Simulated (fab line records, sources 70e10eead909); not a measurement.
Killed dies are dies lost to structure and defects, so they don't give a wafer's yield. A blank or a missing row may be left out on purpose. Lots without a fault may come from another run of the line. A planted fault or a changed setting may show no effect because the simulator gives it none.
fab line records | flow nand_harc | part 1 of 2: steps 1 to 4 of 6
record lots=24 wafers=72 last_day=34
route steps=1302 shown A_CONTACT@1001
lots that met no fault: from a run of the same line without faults
start_h: hours from the record's first day to the start of the lot's first wafer shown | wait_h: hours since the lot's step before | " the same as in the row above | L1.1+2: a row that stands for several wafers | - no value, or no start given | * or withheld: withheld | < > ~ a bound
route shown NAME@n: a module of which the file shows steps, and the number in the route of the first | usual: mean/standard deviation of fault-free wafers | same: alike in all rows | chamber/n: place in a boat | sites: the reading at each site | _std_site: their standard deviation | _edge_site: outer sites' mean less inner sites' | radius_mm: how far each site lies from the wafer's centre | mask NAME#n: copy n | behind: the tool/chamber that last shaped the wafer | hold: why the lot was held/for how many hours/how that ended | device: the transistor (n, p or np) that didn't switch | end of line: the same wafers' tests at the end of the route | a step without rows: its recipe alone | killed: dies lost to structure and defects at the first sort, not the wafer's yield | map: a wafer's dies, x killed, . not, _ none there
set.NAME: the setting as run; set.NAME@STEP: as run at that earlier step | model.NAME: the simulator's own value behind a step, which no gauge read
steps of the route over a sample of lots; a table a step, a row a wafer
services: from which hour (start_h, from the record's first day; less than 0 if before it) a tool's chamber was out of use, for how many hours, and why
## steps
# step NHARC_A_CONTACT_ETCH_48
# recipe target_depth_a=390 over_etch_frac=0.3 time_s=65 ion_energy_ev=80 cf4_flow_sccm=150 ar_flow_sccm=0 rf_w=300 bias_w=100 chemistry=CF4
# usual drypump_motor_current_A=5.8/0.36 oes_product_au=1.001/0.0072 rf_fwd_power_W=297.4/1 rf_vpp_V=151.3/1.2 showerhead_plenum_p_Torr=1.77/0.073 throttle_valve_pct=13.285/0.0085
# columns lot.wafer tool chamber start_h wait_h drypump_motor_current_A oes_product_au rf_fwd_power_W rf_hours_counter_h rf_vpp_V showerhead_plenum_p_Torr throttle_valve_pct
L074.3 rie_diel-06 0 511.44 0.1 6.5 1.012 297.9 5 151.7 1.81 13.276
L074.2 " 3 " " 5.4 1.020 297.8 3 151.5 1.69 13.279
L074.6 " 1 " " 5.9 0.999 296.5 - 152.2 1.91 13.306
L075.3 rie_diel-13 0 511.73 0.1 5.4 0.998 296.8 63 152.4 1.89 13.302
L075.5 " 1 " " 5.6 0.998 298.0 - 148.6 1.70 13.278
L075.6 " 2 " " 6.2 0.987 300.0 - 152.4 1.81 13.286
L077.4 rie_diel-04 3 517.55 0.1 5.8 1.008 296.1 26 151.8 1.81 13.292
L077.5 " 0 " " 5.8 0.998 297.6 - 151.3 1.71 13.275
L077.6 " 1 " " 5.7 0.998 297.4 - 150.6 1.79 13.296
L076.3 rie_diel-13 0 517.69 0.1 5.4 0.999 295.3 65 154.2 1.89 13.290
L076.2 " 1 " " 5.6 0.995 295.2 61 150.0 1.70 13.281
L076.4 " 2 " " 6.2 0.994 299.4 61 152.1 1.81 13.288
L079.4 rie_diel-06 0 532.92 0.1 6.4 1.012 299.7 12 151.5 1.81 13.284
L079.1 " 1 " " 5.9 1.017 296.0 15 154.3 1.90 13.298
L079.3 " 3 " " 5.4 1.014 296.7 10 149.2 1.69 13.285
L078.2 rie_diel-13 2 534.80 0.1 6.2 0.992 296.9 0 151.9 1.80 13.289
L078.3 " 0 " " 5.4 0.994 296.7 0 153.1 1.89 13.275
L078.1 " 1 " " 5.6 0.985 298.2 0 149.5 1.70 13.290
L080.2 rie_diel-06 0 550.61 0.1 6.5 1.006 297.2 18 151.6 1.81 13.286
L080.4 " 1 " " 5.9 0.998 297.4 23 152.5 1.90 13.275
L080.6 " 2 " " 5.3 1.002 298.8 - 149.8 1.68 13.280
L081.2 rie_diel-13 3 555.04 0.1 6.2 1.001 296.2 3 151.3 1.81 13.276
L081.3 " 2 " " 6.2 0.987 297.6 13 151.7 1.80 13.291
L081.5 " 0 " " 5.4 1.009 296.9 - 151.7 1.89 13.302
L083.2 rie_diel-13 1 575.84 0.1 5.6 1.008 297.8 19 152.5 1.70 13.290
L083.4 " 2 " " 6.2 1.006 297.4 18 152.1 1.80 13.285
L083.5 " 0 " " 5.4 0.998 297.1 - 153.1 1.88 13.289
L082.1 rie_diel-06 1 584.69 0.1 5.9 1.002 297.0 32 152.3 1.90 13.277
L082.2 " 2 " " 5.3 0.998 295.9 31 149.1 1.68 13.295
L082.5 " 3 " " 5.4 1.024 296.7 - 149.5 1.69 13.301
L084.2 rie_diel-04 2 603.22 0.1 6.2 1.001 299.9 7 150.1 1.67 13.279
L084.4 " 0 " " 5.8 1.005 295.7 7 149.5 1.71 13.285
L084.6 " 1 " " 5.7 0.989 296.9 - 151.7 1.79 13.290
L086.4 rie_diel-04 1 612.12 0.1 5.7 0.988 298.2 8 151.9 1.79 13.273
L086.3 " 2 " " 6.2 0.994 297.5 8 149.9 1.67 13.287
L086.6 " 2 " " 6.2 1.005 297.9 - 148.8 1.67 13.284
L085.2 rie_diel-13 3 612.44 0.1 6.2 1.003 296.2 17 152.6 1.81 13.296
L085.3 " 0 " " 5.4 1.004 296.2 26 153.3 1.88 13.285
L085.4 " 1 " " 5.6 0.999 296.7 27 149.3 1.69 13.278
L087.3 rie_diel-04 1 651.90 0.1 5.7 1.001 295.8 13 152.9 1.79 13.290
L087.6 " 1 " " 5.7 0.989 297.7 - 151.2 1.79 13.284
L087.4 " 0 " " 5.8 0.991 297.6 - 150.7 1.71 13.297
L089.2 rie_diel-06 2 652.26 0.1 5.3 1.002 297.5 48 152.0 1.68 13.284
L089.1 " 3 " " 5.4 1.012 297.6 39 150.5 1.69 13.290
L089.6 " 0 " " 6.5 1.002 297.7 - 153.3 1.80 13.276
L090.2 rie_diel-04 1 652.31 0.3 5.7 0.994 298.1 14 150.4 1.79 13.283
L090.3 " 3 " " 5.8 0.996 296.2 13 152.0 1.81 13.279
L090.5 " 3 " " 5.8 0.999 297.3 - 151.9 1.81 13.289
L091.3 rie_diel-04 0 656.17 0.1 5.8 1.005 297.0 16 150.0 1.71 13.279
L091.6 " 3 " " 5.8 0.999 296.7 - 151.9 1.81 13.280
L091.4 " 1 " " 5.7 0.996 298.5 - 152.3 1.79 13.278
L088.3 rie_diel-13 1 656.35 0.1 5.6 1.001 296.1 36 150.4 1.69 13.273
L088.4 " 0 " " 5.4 1.003 296.5 38 152.0 1.88 13.286
L088.6 " 2 " " 6.2 0.991 298.2 - 151.8 1.79 13.292
L093.4 rie_diel-04 1 673.61 0.1 5.7 0.985 297.9 22 152.1 1.79 13.296
L093.5 " 1 " " 5.7 0.996 300.1 - 152.1 1.79 13.281
L093.6 " 2 " " 6.2 1.001 296.6 - 148.6 1.67 13.300
L092.4 rie_diel-13 2 691.21 0.1 6.3 1.003 297.4 51 150.8 1.79 13.292
L092.6 " 2 " " 6.2 0.996 296.9 - 150.9 1.79 13.287
L092.5 " 3 " " 6.2 0.997 295.7 - 151.6 1.80 13.301
L097.1 rie_diel-04 1 726.31 0.1 5.7 0.997 299.3 0 152.0 1.78 13.272
L097.2 " 3 " " 5.8 1.002 299.3 0 152.8 1.81 13.293
L097.5 " 1 " " 5.7 0.999 298.1 - 151.5 1.78 13.284
L095.2 rie_diel-13 1 727.01 0.1 5.6 0.995 298.0 4 150.7 1.69 13.284
L095.5 " 2 " " 6.2 0.987 297.3 - 152.0 1.79 13.281
L095.6 " 3 " " 6.3 1.005 297.6 - 150.9 1.80 13.276
L096.3 rie_diel-13 0 731.42 0.1 5.4 1.001 298.5 6 151.4 1.87 13.279
L096.2 " 2 " " 6.2 0.997 297.1 7 152.4 1.79 13.294
L096.5 " 1 " " 5.6 1.005 296.5 - 150.2 1.69 13.293
L094.2 rie_diel-06 2 731.62 0.1 5.3 1.005 296.7 17 150.3 1.67 13.287
L094.1 " 0 " " 6.5 0.997 299.1 15 151.1 1.80 13.286
L094.4 " 3 " " 5.4 1.000 297.8 - 149.8 1.68 13.276
# step NHARC_A_CONTACT_ETCH_49
# recipe target_depth_a=2600 over_etch_frac=0.3 time_s=475.3 ion_energy_ev=200 n2_flow_sccm=150 h2_flow_sccm=150 ar_flow_sccm=0 rf_w=400 bias_w=150 chemistry=N2/H2
# usual drypump_motor_current_A=5.8/0.35 oes_product_au=0.999/0.008 rf_fwd_power_W=399.4/1.1 rf_vpp_V=430.9/2.8 showerhead_plenum_p_Torr=2.05/0.094 throttle_valve_pct=14.172/0.0091
# columns lot.wafer tool chamber start_h wait_h drypump_motor_current_A oes_product_au rf_fwd_power_W rf_hours_counter_h rf_vpp_V showerhead_plenum_p_Torr throttle_valve_pct
L074.2 rie_diel-06 2 - - 5.3 1.009 400.2 7 426.2 1.94 14.173
L074.3 " 3 " " 5.4 1.022 399.9 3 429.1 1.95 14.178
L074.6 " 1 " " 5.9 1.001 401.9 - 435.4 2.22 14.180
L075.3 rie_diel-13 3 - - 6.3 1.003 399.4 56 431.8 2.10 14.173
L075.5 " 1 " " 5.6 0.989 398.8 - 428.3 1.95 14.164
L075.6 " 2 " " 6.2 0.986 400.3 - 431.1 2.09 14.169
L077.4 rie_diel-04 3 - - 5.7 1.000 396.2 26 432.1 2.10 14.169
L077.5 " 2 " " 6.2 0.996 399.2 - 426.0 1.91 14.173
L077.6 " 3 " " 5.8 1.001 398.4 - 431.3 2.10 14.188
L076.2 rie_diel-13 2 - - 6.2 0.998 399.9 61 431.6 2.09 14.173
L076.4 " 3 " " 6.3 1.001 400.8 58 432.9 2.10 14.171
L076.3 " 1 " " 5.6 1.000 399.2 61 429.8 1.95 14.169
L079.1 rie_diel-06 2 - - 5.4 0.999 397.8 15 426.8 1.93 14.163
L079.4 " 0 " " 6.5 1.011 400.4 12 433.2 2.09 14.166
L079.3 " 1 " " 5.9 0.999 399.0 15 434.9 2.21 14.167
L078.2 rie_diel-13 0 - - 5.4 1.006 400.6 0 435.7 2.19 14.186
L078.1 " 1 " " 5.6 0.990 402.0 0 427.4 1.95 14.186
L078.3 " 2 " " 6.3 0.994 397.8 0 432.1 2.09 14.164
L080.4 rie_diel-06 0 - - 6.5 1.011 398.5 18 432.3 2.09 14.169
L080.2 " 3 " " 5.4 0.992 399.2 17 428.9 1.94 14.172
L080.6 " 0 " " 6.5 1.017 399.0 - 432.0 2.09 14.162
L081.2 rie_diel-13 0 - - 5.4 0.990 400.0 12 434.9 2.19 14.161
L081.3 " 3 " " 6.2 0.998 400.1 3 433.7 2.10 14.173
L081.5 " 0 " " 5.4 1.000 400.0 - 434.1 2.19 14.176
L083.4 rie_diel-13 3 - - 6.3 1.005 398.8 8 431.8 2.10 14.169
L083.2 " 0 " " 5.4 0.996 397.8 18 434.8 2.19 14.165
L083.5 " 0 " " 5.4 1.008 400.4 - 434.2 2.19 14.184
L082.2 rie_diel-06 2 - - 5.3 1.009 399.0 31 429.0 1.93 14.169
L082.1 " 3 " " 5.3 1.013 399.2 26 427.3 1.94 14.163
L082.5 " 1 " " 5.9 1.004 400.7 - 436.4 2.21 14.167
L084.4 rie_diel-04 0 - - 5.8 1.008 400.3 8 428.0 1.96 14.185
L084.2 " 1 " " 5.7 0.980 399.3 6 433.0 2.07 14.173
L084.6 " 0 " " 5.8 1.001 398.8 - 428.8 1.96 14.170
L086.4 rie_diel-04 0 - - 5.8 0.995 397.9 9 429.4 1.96 14.174
L086.3 " 1 " " 5.7 0.996 398.9 8 431.2 2.07 14.173
L086.6 " 2 " " 6.2 1.006 399.0 - 428.4 1.91 14.161
L085.2 rie_diel-13 3 - - 6.2 1.013 399.7 17 431.4 2.09 14.170
L085.3 " 0 " " 5.4 1.011 400.5 27 434.7 2.18 14.168
L085.4 " 2 " " 6.2 0.987 399.1 27 432.2 2.08 14.179
L087.3 rie_diel-04 1 - - 5.7 0.989 400.9 13 431.4 2.06 14.203
L087.4 " 1 " " 5.7 0.992 398.7 - 431.4 2.06 14.176
L087.6 " 3 " " 5.8 0.997 399.3 - 432.7 2.09 14.175
L089.2 rie_diel-06 2 - - 5.3 1.004 399.3 48 427.0 1.92 14.185
L089.1 " 3 " " 5.4 1.006 400.1 39 427.0 1.93 14.176
L089.6 " 2 " " 5.3 1.011 400.3 - 427.8 1.92 14.167
L090.3 rie_diel-04 1 - - 5.7 0.991 398.7 14 430.6 2.06 14.170
L090.2 " 3 " " 5.8 1.006 400.1 13 431.4 2.09 14.163
L090.5 " 3 " " 5.8 0.998 400.7 - 432.1 2.09 14.183
L091.3 rie_diel-04 0 - - 5.9 1.003 399.2 16 426.8 1.96 14.170
L091.4 " 0 " " 5.8 1.003 400.9 - 428.3 1.96 14.164
L091.6 " 1 " " 5.7 0.990 399.1 - 429.9 2.06 14.181
L088.3 rie_diel-13 1 - - 5.6 0.995 398.9 36 428.3 1.94 14.168
L088.4 " 3 " " 6.3 0.997 400.9 28 430.9 2.09 14.189
L088.6 " 2 " " 6.2 0.993 400.0 - 431.8 2.07 14.178
L093.4 rie_diel-04 3 - - 5.8 0.996 400.3 21 432.0 2.09 14.177
L093.5 " 1 " " 5.6 0.993 399.5 - 432.0 2.06 14.170
L093.6 " 2 " " 6.2 0.996 398.4 - 427.0 1.91 14.165
L092.4 rie_diel-13 2 - - 6.2 0.998 399.7 51 430.9 2.07 14.175
L092.5 " 3 " " 6.3 1.003 400.7 - 430.6 2.08 14.164
L092.6 " 0 " " 5.4 0.994 398.3 - 435.1 2.17 14.157
L097.1 rie_diel-04 3 - - 5.8 1.007 400.7 0 432.3 2.09 14.164
L097.2 " 1 " " 5.7 1.000 400.4 0 430.7 2.06 14.177
L097.5 " 3 " " 5.8 0.997 399.1 - 431.9 2.09 14.174
L095.2 rie_diel-13 3 - - 6.3 0.994 399.5 6 432.4 2.08 14.178
L095.6 " 2 " " 6.2 0.989 400.9 - 431.8 2.07 14.183
L095.5 " 3 " " 6.3 1.001 398.8 - 433.3 2.08 14.178
L096.3 rie_diel-13 2 - - 6.2 0.987 400.4 7 431.5 2.06 14.162
L096.2 " 0 " " 5.4 1.001 397.2 6 434.8 2.17 14.162
L096.5 " 2 " " 6.2 0.988 399.0 - 430.6 2.06 14.173
L094.1 rie_diel-06 3 - - 5.4 0.988 400.7 17 426.9 1.92 14.164
L094.2 " 0 " " 6.5 1.000 401.9 15 432.3 2.08 14.177
L094.4 " 0 " " 6.5 0.990 400.3 - 431.5 2.08 14.163
# step NHARC_A_CONTACT_ETCH_116
# recipe source_w=withheld pressure_mtorr=20 bias_v=3000 time_s=190 target_depth_a=18500 ar_flow_sccm=withheld c4f8_flow_sccm=withheld o2_flow_sccm=withheld chemistry=C4F8/O2/Ar
# columns lot.wafer tool chamber start_h wait_h rf_hours_counter_h
L074.2 har_cap_etch-03 1 514.08 0.1 40
L074.3 " 0 " " -
L074.6 " 1 " " -
L075.3 har_cap_etch-02 1 514.45 0.1 -
L075.5 " 0 " " -
L075.6 " 1 " " -
L077.4 har_cap_etch-01 0 520.25 0.1 -
L077.5 " 1 " " -
L077.6 " 0 " " -
L076.2 har_cap_etch-03 0 520.31 0.1 43
L076.4 " 0 " " -
L076.3 " 1 " " -
L079.1 har_cap_etch-01 1 535.57 0.1 5
L079.4 " 0 " " -
L079.3 " 1 " " -
L078.1 har_cap_etch-02 1 538.06 0.1 87
L078.2 " 0 " " 87
L078.3 " 1 " " -
L080.2 har_cap_etch-02 0 553.25 0.1 91
L080.4 " 1 " " -
L080.6 " 1 " " -
L081.2 har_cap_etch-03 0 557.68 0.1 52
L081.3 " 1 " " -
L081.5 " 0 " " -
L083.2 har_cap_etch-03 0 578.48 0.1 54
L083.4 " 0 " " -
L083.5 " 1 " " -
L082.2 har_cap_etch-01 0 587.28 0.1 13
L082.1 " 1 " " 13
L082.5 " 1 " " -
L084.2 har_cap_etch-02 1 605.83 0.1 98
L084.4 " 1 " " -
L084.6 " 1 " " -
L086.3 har_cap_etch-01 0 614.80 0.1 -
L086.4 " 1 " " -
L086.6 " 0 " " -
L085.2 har_cap_etch-03 0 615.06 0.1 61
L085.4 " 0 " " -
L085.3 " 1 " " -
L089.2 har_cap_etch-03 1 654.86 0.1 65
L089.1 " 0 " " 65
L089.6 " 0 " " -
L087.4 har_cap_etch-01 0 655.18 0.1 -
L087.3 " 1 " " -
L087.6 " 1 " " -
L090.2 har_cap_etch-02 1 656.28 0.1 105
L090.3 " 0 " " -
L090.5 " 0 " " -
L091.4 har_cap_etch-03 1 658.93 0.1 -
L091.3 " 0 " " -
L091.6 " 0 " " -
L088.3 har_cap_etch-01 0 659.01 0.1 -
L088.4 " 1 " " -
L088.6 " 0 " " -
L093.4 har_cap_etch-02 1 676.30 0.1 -
L093.6 " 1 " " -
L093.5 " 0 " " -
L092.4 har_cap_etch-01 0 693.95 0.1 -
L092.5 " 1 " " -
L092.6 " 0 " " -
L097.2 har_cap_etch-02 1 728.93 0.1 116
L097.1 " 0 " " 116
L097.5 " 1 " " -
L095.2 har_cap_etch-03 0 729.61 0.1 80
L095.5 " 0 " " -
L095.6 " 1 " " -
L096.2 har_cap_etch-01 0 734.39 0.2 35
L096.3 " 1 " " -
L096.5 " 0 " " -
L094.1 har_cap_etch-02 1 734.59 0.1 118
L094.2 " 0 " " 118
L094.4 " 1 " " -
# step NHARC_A_CONTACT_ETCH_117
# recipe source_w=withheld pressure_mtorr=20 bias_v=3000 time_s=190 target_depth_a=18500 ar_flow_sccm=withheld c4f8_flow_sccm=withheld o2_flow_sccm=withheld chemistry=C4F8/O2/Ar
# columns lot.wafer tool chamber start_h wait_h rf_hours_counter_h
L074.2 har_cap_etch-03 1 514.25 0.1 41
L074.3 " 0 " " -
L074.6 " 1 " " -
L075.3 har_cap_etch-02 1 514.62 0.1 -
L075.5 " 0 " " -
L075.6 " 1 " " -
L077.4 har_cap_etch-01 0 520.42 0.1 -
L077.5 " 1 " " -
L077.6 " 0 " " -
L076.2 har_cap_etch-03 0 520.48 0.1 43
L076.4 " 0 " " -
L076.3 " 1 " " -
L079.1 har_cap_etch-01 1 535.74 0.1 5
L079.4 " 0 " " -
L079.3 " 1 " " -
L078.1 har_cap_etch-02 1 538.23 0.1 87
L078.2 " 0 " " 87
L078.3 " 1 " " -
L080.2 har_cap_etch-02 0 553.42 0.1 91
L080.4 " 1 " " -
L080.6 " 1 " " -
L081.2 har_cap_etch-03 0 557.85 0.1 52
L081.3 " 1 " " -
L081.5 " 0 " " -
L083.2 har_cap_etch-03 0 578.66 0.1 55
L083.4 " 0 " " -
L083.5 " 1 " " -
L082.2 har_cap_etch-01 0 587.45 0.1 13
L082.1 " 1 " " 13
L082.5 " 1 " " -
L084.2 har_cap_etch-02 1 606.00 0.1 99
L084.4 " 1 " " -
L084.6 " 1 " " -
L086.3 har_cap_etch-01 0 614.96 0.1 -
L086.4 " 1 " " -
L086.6 " 0 " " -
L085.2 har_cap_etch-03 0 615.23 0.1 61
L085.4 " 0 " " -
L085.3 " 1 " " -
L089.2 har_cap_etch-03 1 655.03 0.1 65
L089.1 " 0 " " 65
L089.6 " 0 " " -
L087.4 har_cap_etch-01 0 655.35 0.1 -
L087.3 " 1 " " -
L087.6 " 1 " " -
L090.2 har_cap_etch-02 1 656.45 0.1 105
L090.3 " 0 " " -
L090.5 " 0 " " -
L091.4 har_cap_etch-03 1 659.10 0.1 -
L091.3 " 0 " " -
L091.6 " 0 " " -
L088.3 har_cap_etch-01 0 659.18 0.1 -
L088.4 " 1 " " -
L088.6 " 0 " " -
L093.4 har_cap_etch-02 1 676.47 0.1 -
L093.6 " 1 " " -
L093.5 " 0 " " -
L092.4 har_cap_etch-01 0 694.12 0.1 -
L092.5 " 1 " " -
L092.6 " 0 " " -
L097.2 har_cap_etch-02 1 729.10 0.1 116
L097.1 " 0 " " 116
L097.5 " 1 " " -
L095.2 har_cap_etch-03 0 729.78 0.1 80
L095.5 " 0 " " -
L095.6 " 1 " " -
L096.2 har_cap_etch-01 0 734.62 0.2 35
L096.3 " 1 " " -
L096.5 " 0 " " -
L094.1 har_cap_etch-02 1 734.76 0.1 118
L094.2 " 0 " " 118
L094.4 " 1 " " -
